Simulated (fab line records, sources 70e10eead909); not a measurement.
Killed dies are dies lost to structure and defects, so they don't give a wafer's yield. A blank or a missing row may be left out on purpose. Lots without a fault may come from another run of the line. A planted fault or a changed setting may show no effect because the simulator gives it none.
fab line records | flow nand_harc | part 2 of 2: steps 27 to 36 of 36
record lots=5 wafers=15 last_day=24
route steps=1159 shown A_M0@1025 A_M1@1026 A_BONDPAD@1059
lots that met no fault: from a run of the same line without faults
start_h: hours from the record's first day to the start of the lot's first wafer shown | wait_h: hours since the lot's step before | " the same as in the row above | L1.1+2: a row that stands for several wafers | - no value, or no start given | * or withheld: withheld | < > ~ a bound
route shown NAME@n: a module of which the file shows steps, and the number in the route of the first | usual: mean/standard deviation of fault-free wafers | same: alike in all rows | chamber/n: place in a boat | sites: the reading at each site | _std_site: their standard deviation | _edge_site: outer sites' mean less inner sites' | radius_mm: how far each site lies from the wafer's centre | mask NAME#n: copy n | behind: the tool/chamber that last shaped the wafer | hold: why the lot was held/for how many hours/how that ended | device: the transistor (n, p or np) that didn't switch | end of line: the same wafers' tests at the end of the route | a step without rows: its recipe alone | killed: dies lost to structure and defects at the first sort, not the wafer's yield | map: a wafer's dies, x killed, . not, _ none there
set.NAME: the setting as run; set.NAME@STEP: as run at that earlier step | model.NAME: the simulator's own value behind a step, which no gauge read
lots at some steps of the route; a table a step, a row a wafer
services: from which hour (start_h, from the record's first day; less than 0 if before it) a tool's chamber was out of use, for how many hours, and why
## steps
# step NHARC_A_M1_ANNEAL_31
# recipe temp_c=225 time_s=90
# usual anneal_temp_c=225.00/0.17 wafer_temp_C_max=226.5/0.47
# columns lot.wafer tool chamber start_h wait_h anneal_temp_c wafer_temp_C_max
L087.1 rtp_anneal-02 0 505.51 0.3 225.03 227.3
L087.2 " 0 " " 225.16 226.5
L087.3 " 0 " " 225.14 226.5
L091.1 rtp_anneal-02 0 518.93 0.3 225.10 227.2
L091.3 " 0 " " 224.99 226.8
L091.5 " 0 " " 225.16 226.5
L092.1 rtp_anneal-01 0 530.96 0.3 225.22 225.9
L092.4 " 0 " " 225.13 226.4
L092.5 " 0 " " 225.06 226.4
L089.2 rtp_anneal-02 0 531.25 - 224.75 226.7
L089.4 " 0 " " 224.84 227.1
L089.5 " 0 " " 224.82 226.5
L096.1 rtp_anneal-01 0 539.59 - 224.94 226.5
L096.4 " 0 " " 224.96 226.3
L096.6 " 0 " " 224.72 226.4
# step NHARC_A_M1_CMP_23
# recipe t_overpolish_s=20 target_thk_nm=154.34
# usual motor_current_A=12.6/1.2 time_to_endpoint_s=29.0/1.8
# columns lot.wafer tool chamber start_h wait_h motor_current_A time_to_endpoint_s
L087.1 cmp-02 2 505.85 - 13.3 31.1
L087.2 " 3 " " 12.3 31.6
L087.3 " 0 " " 13.4 26.8
L091.1 cmp-03 3 519.31 - 14.2 28.3
L091.3 " 0 " " 12.7 28.7
L091.5 " 3 " " 14.2 28.1
L092.1 cmp-02 1 531.34 - 14.1 29.8
L092.4 " 3 " " 12.3 32.2
L092.5 " 0 " " 12.8 31.3
L089.4 cmp-03 2 531.57 - 11.7 28.0
L089.2 " 0 " " 12.6 28.2
L089.5 " 1 " " 12.5 27.5
L096.4 cmp-04 1 539.93 - 11.0 29.3
L096.1 " 0 " " 11.6 30.5
L096.6 " 2 " " 11.5 29.1
# step NHARC_A_M1_THK_MEAS_24
# recipe thk_meas_gauge=xrf
# usual thk_nm=154.7/1.4
# columns lot.wafer tool chamber start_h wait_h thk_nm
L087.1 film_metro-01 - 506.17 - 154.5
L087.2 " - " " 153.6
L087.3 " - " " 153.8
L091.1 film_metro-02 - 519.60 - 154.2
L091.3 " - " " 154.6
L091.5 " - " " 153.3
L092.1 film_metro-01 - 531.63 - 154.0
L092.4 " - " " 155.7
L092.5 " - " " 154.3
L089.2 film_metro-02 - 531.86 - 153.1
L089.4 " - " " 154.2
L089.5 " - " " 152.8
L096.1 film_metro-01 - 540.25 - 155.5
L096.4 " - " " 157.2
L096.6 " - " " 156.6
# step NHARC_A_M1_SRD_25
# columns lot.wafer tool chamber start_h wait_h
L087.1+2+3 wet_bench-08 1,2,5 506.21 0.0
L091.3+1+5 wet_bench-10 2,4,5 519.64 0.0
L092.4+1+5 wet_bench-08 0,4,5 531.67 0.0
L089.2+4+5 wet_bench-10 4,5,6 531.91 0.1
L096.1+4+6 wet_bench-10 4,7,1 540.29 0.0
# step NHARC_A_M1_INSPECT_27
# usual raw_defect_count=477/150
# columns lot.wafer tool chamber start_h wait_h raw_defect_count
L087.1 defect_inspect-02 - 506.32 0.0 406
L087.2 " - " " 375
L087.3 " - " " 478
L091.1 defect_inspect-01 - 519.75 0.0 395
L091.3 " - " " 441
L091.5 " - " " 526
L092.1 defect_inspect-01 - 531.78 0.0 715
L092.4 " - " " 504
L092.5 " - " " 501
L089.2 defect_inspect-02 - 532.02 0.0 624
L089.4 " - " " 673
L089.5 " - " " 499
L096.1 defect_inspect-01 - 540.41 0.0 651
L096.4 " - " " 675
L096.6 " - " " 439
# step NHARC_A_M1_PRE_CLEAN_32
# recipe time_s=12 temp_c=370 rf_power_w=300 gas=NH3
# usual heater_power_w=671/110 susceptor_temp_C=370.01/0.22
# columns lot.wafer tool chamber start_h wait_h heater_power_w since_wet_clean_h susceptor_temp_C
L087.3 pecvd-01 2 506.39 0.1 602 75 369.65
L087.2 " 0 " " 567 75 369.95
L087.1 " 1 " " 928 75 369.67
L091.3 pecvd-01 2 519.84 0.1 697 89 369.67
L091.1 " 0 " " 575 89 370.21
L091.5 " 1 " " 857 - 369.74
L092.1 pecvd-01 1 531.92 0.1 990 101 369.54
L092.5 " 0 " " 545 - 369.84
L092.4 " 1 " " 989 - 369.93
L089.2 pecvd-04 0 532.16 0.1 654 142 370.27
L089.4 " 0 " " 672 - 369.79
L089.5 " 1 " " 643 - 370.04
L096.1 pecvd-04 1 540.49 0.1 728 150 369.77
L096.4 " 0 " " 722 - 369.74
L096.6 " 2 " " 620 - 369.84
# step NHARC_A_M1_DEP_33
# recipe target_thk_a=300 temp_c=370 target_thk_nm=30 pressure_torr=3 flow_sccm=200 rf_w=450 material=SiCN
# usual heater_power_w=622/100 susceptor_temp_C=370.00/0.23
# columns lot.wafer tool chamber start_h wait_h heater_power_w since_wet_clean_h susceptor_temp_C
L087.3 pecvd-01 2 506.47 0.1 602 75 369.96
L087.2 " 0 " " 500 75 370.32
L087.1 " 1 " " 918 75 370.00
L091.3 pecvd-01 2 519.94 0.1 608 89 370.18
L091.1 " 0 " " 477 89 370.09
L091.5 " 1 " " 889 - 370.15
L092.1 pecvd-01 1 532.06 0.1 751 101 369.67
L092.5 " 0 " " 538 - 370.08
L092.4 " 1 " " 783 - 369.58
L089.2 pecvd-04 0 532.27 0.1 651 142 370.01
L089.4 " 0 " " 638 - 370.15
L089.5 " 1 " " 698 - 370.01
L096.1 pecvd-04 1 540.60 0.1 600 151 370.17
L096.4 " 0 " " 667 - 369.92
L096.6 " 2 " " 499 - 369.98
# step NHARC_A_BONDPAD_DEP_00
# recipe target_thk_a=2500 temp_c=370 target_thk_nm=250 pressure_torr=3 flow_sccm=200 rf_w=450 material=SiCN
# usual heater_power_w=569/64 susceptor_temp_C=369.97/0.2
# columns lot.wafer tool chamber start_h wait_h heater_power_w since_wet_clean_h susceptor_temp_C
L087.1 pecvd-03 1 507.06 - 573 21 370.05
L087.3 " 2 " " 545 21 370.05
L087.2 " 0 " " 491 21 369.84
L091.3 pecvd-03 2 520.46 - 613 35 370.16
L091.1 " 0 " " 460 35 369.97
L091.5 " 0 " " 470 - 369.71
L092.1 pecvd-02 2 532.53 - 680 4 369.45
L092.5 " 2 " " 684 - 369.65
L092.4 " 0 " " 607 - 369.79
L089.2 pecvd-02 2 532.89 - 700 5 369.95
L089.4 " 0 " " 629 - 370.10
L089.5 " 2 " " 707 - 369.73
L096.1 pecvd-03 0 541.20 - 497 55 370.28
L096.6 " 2 " " 623 - 369.89
L096.4 " 0 " " 506 - 370.24
# step NHARC_A_BONDPAD_CMP_29
# recipe target_thk_nm=200 material=SiCN
# usual motor_current_A=12.2/1.4
# columns lot.wafer tool chamber start_h wait_h motor_current_A
L087.2 cmp-04 1 507.49 - 10.8
L087.3 " 2 " " 10.9
L087.1 " 3 " " 13.1
L091.1 cmp-02 0 520.86 - 12.8
L091.3 " 3 " " 12.9
L091.5 " 0 " " 12.6
L092.4 cmp-02 3 532.99 - 11.9
L092.1 " 0 " " 13.9
L092.5 " 2 " " 13.0
L089.4 cmp-01 3 533.23 - 10.7
L089.2 " 0 " " 10.1
L089.5 " 3 " " 11.2
L096.1 cmp-01 0 541.51 - 10.1
L096.4 " 2 " " 11.6
L096.6 " 1 " " 13.1
# step NHARC_A_BONDPAD_THK_MEAS_30
# recipe thk_meas_gauge=ellipsometry
# usual thk_nm=200.0/1.5
# columns lot.wafer tool chamber start_h wait_h thk_nm
L087.1 film_metro-01 - 507.72 0.1 198.7
L087.2 " - " " 198.8
L087.3 " - " " 200.0
L091.1 film_metro-02 - 521.12 0.2 200.0
L091.3 " - " " 200.2
L091.5 " - " " 198.0
L092.1 film_metro-01 - 533.19 0.2 199.6
L092.4 " - " " 200.6
L092.5 " - " " 202.2
L089.2 film_metro-02 - 533.46 0.2 199.0
L089.4 " - " " 199.9
L089.5 " - " " 197.8
L096.1 film_metro-02 - 541.76 0.2 198.1
L096.4 " - " " 199.9
L096.6 " - " " 198.9
## services
# columns tool chamber start_h hours kind
arfi_scanner-03 - 484.00 4.0 pm
rie_diel-01 1 484.35 9.2 repair
rie_diel-12 0 486.83 - clean
rie_diel-12 1 486.83 - clean
rie_diel-12 2 486.83 - clean
rie_diel-12 3 486.83 - clean
pvd_sputter-03 - 487.68 5.5 repair
litho_track-04 - 491.00 7.0 pm
rie_diel-01 - 491.80 9.0 pm
cmp-03 - 494.38 5.8 repair
rie_diel-07 1 494.79 8.2 repair
cmp-04 - 498.04 4.0 pm
rie_diel-12 3 505.16 14.6 repair
rie_diel-07 2 506.04 7.9 repair
pecvd-01 0 508.29 8.7 repair
rie_diel-12 0 511.73 - clean
pecvd-02 - 515.37 13.0 pm
pvd_sputter-01 - 518.03 10.0 pm
arfi_scanner-02 - 529.64 2.5 repair
ecd_cu-02 - 532.02 8.0 pm
arfi_scanner-02 - 532.42 1.0 repair
arfi_scanner-01 - 533.53 1.7 repair
cmp-02 - 538.17 4.0 pm
arfi_scanner-01 - 540.00 4.0 pm
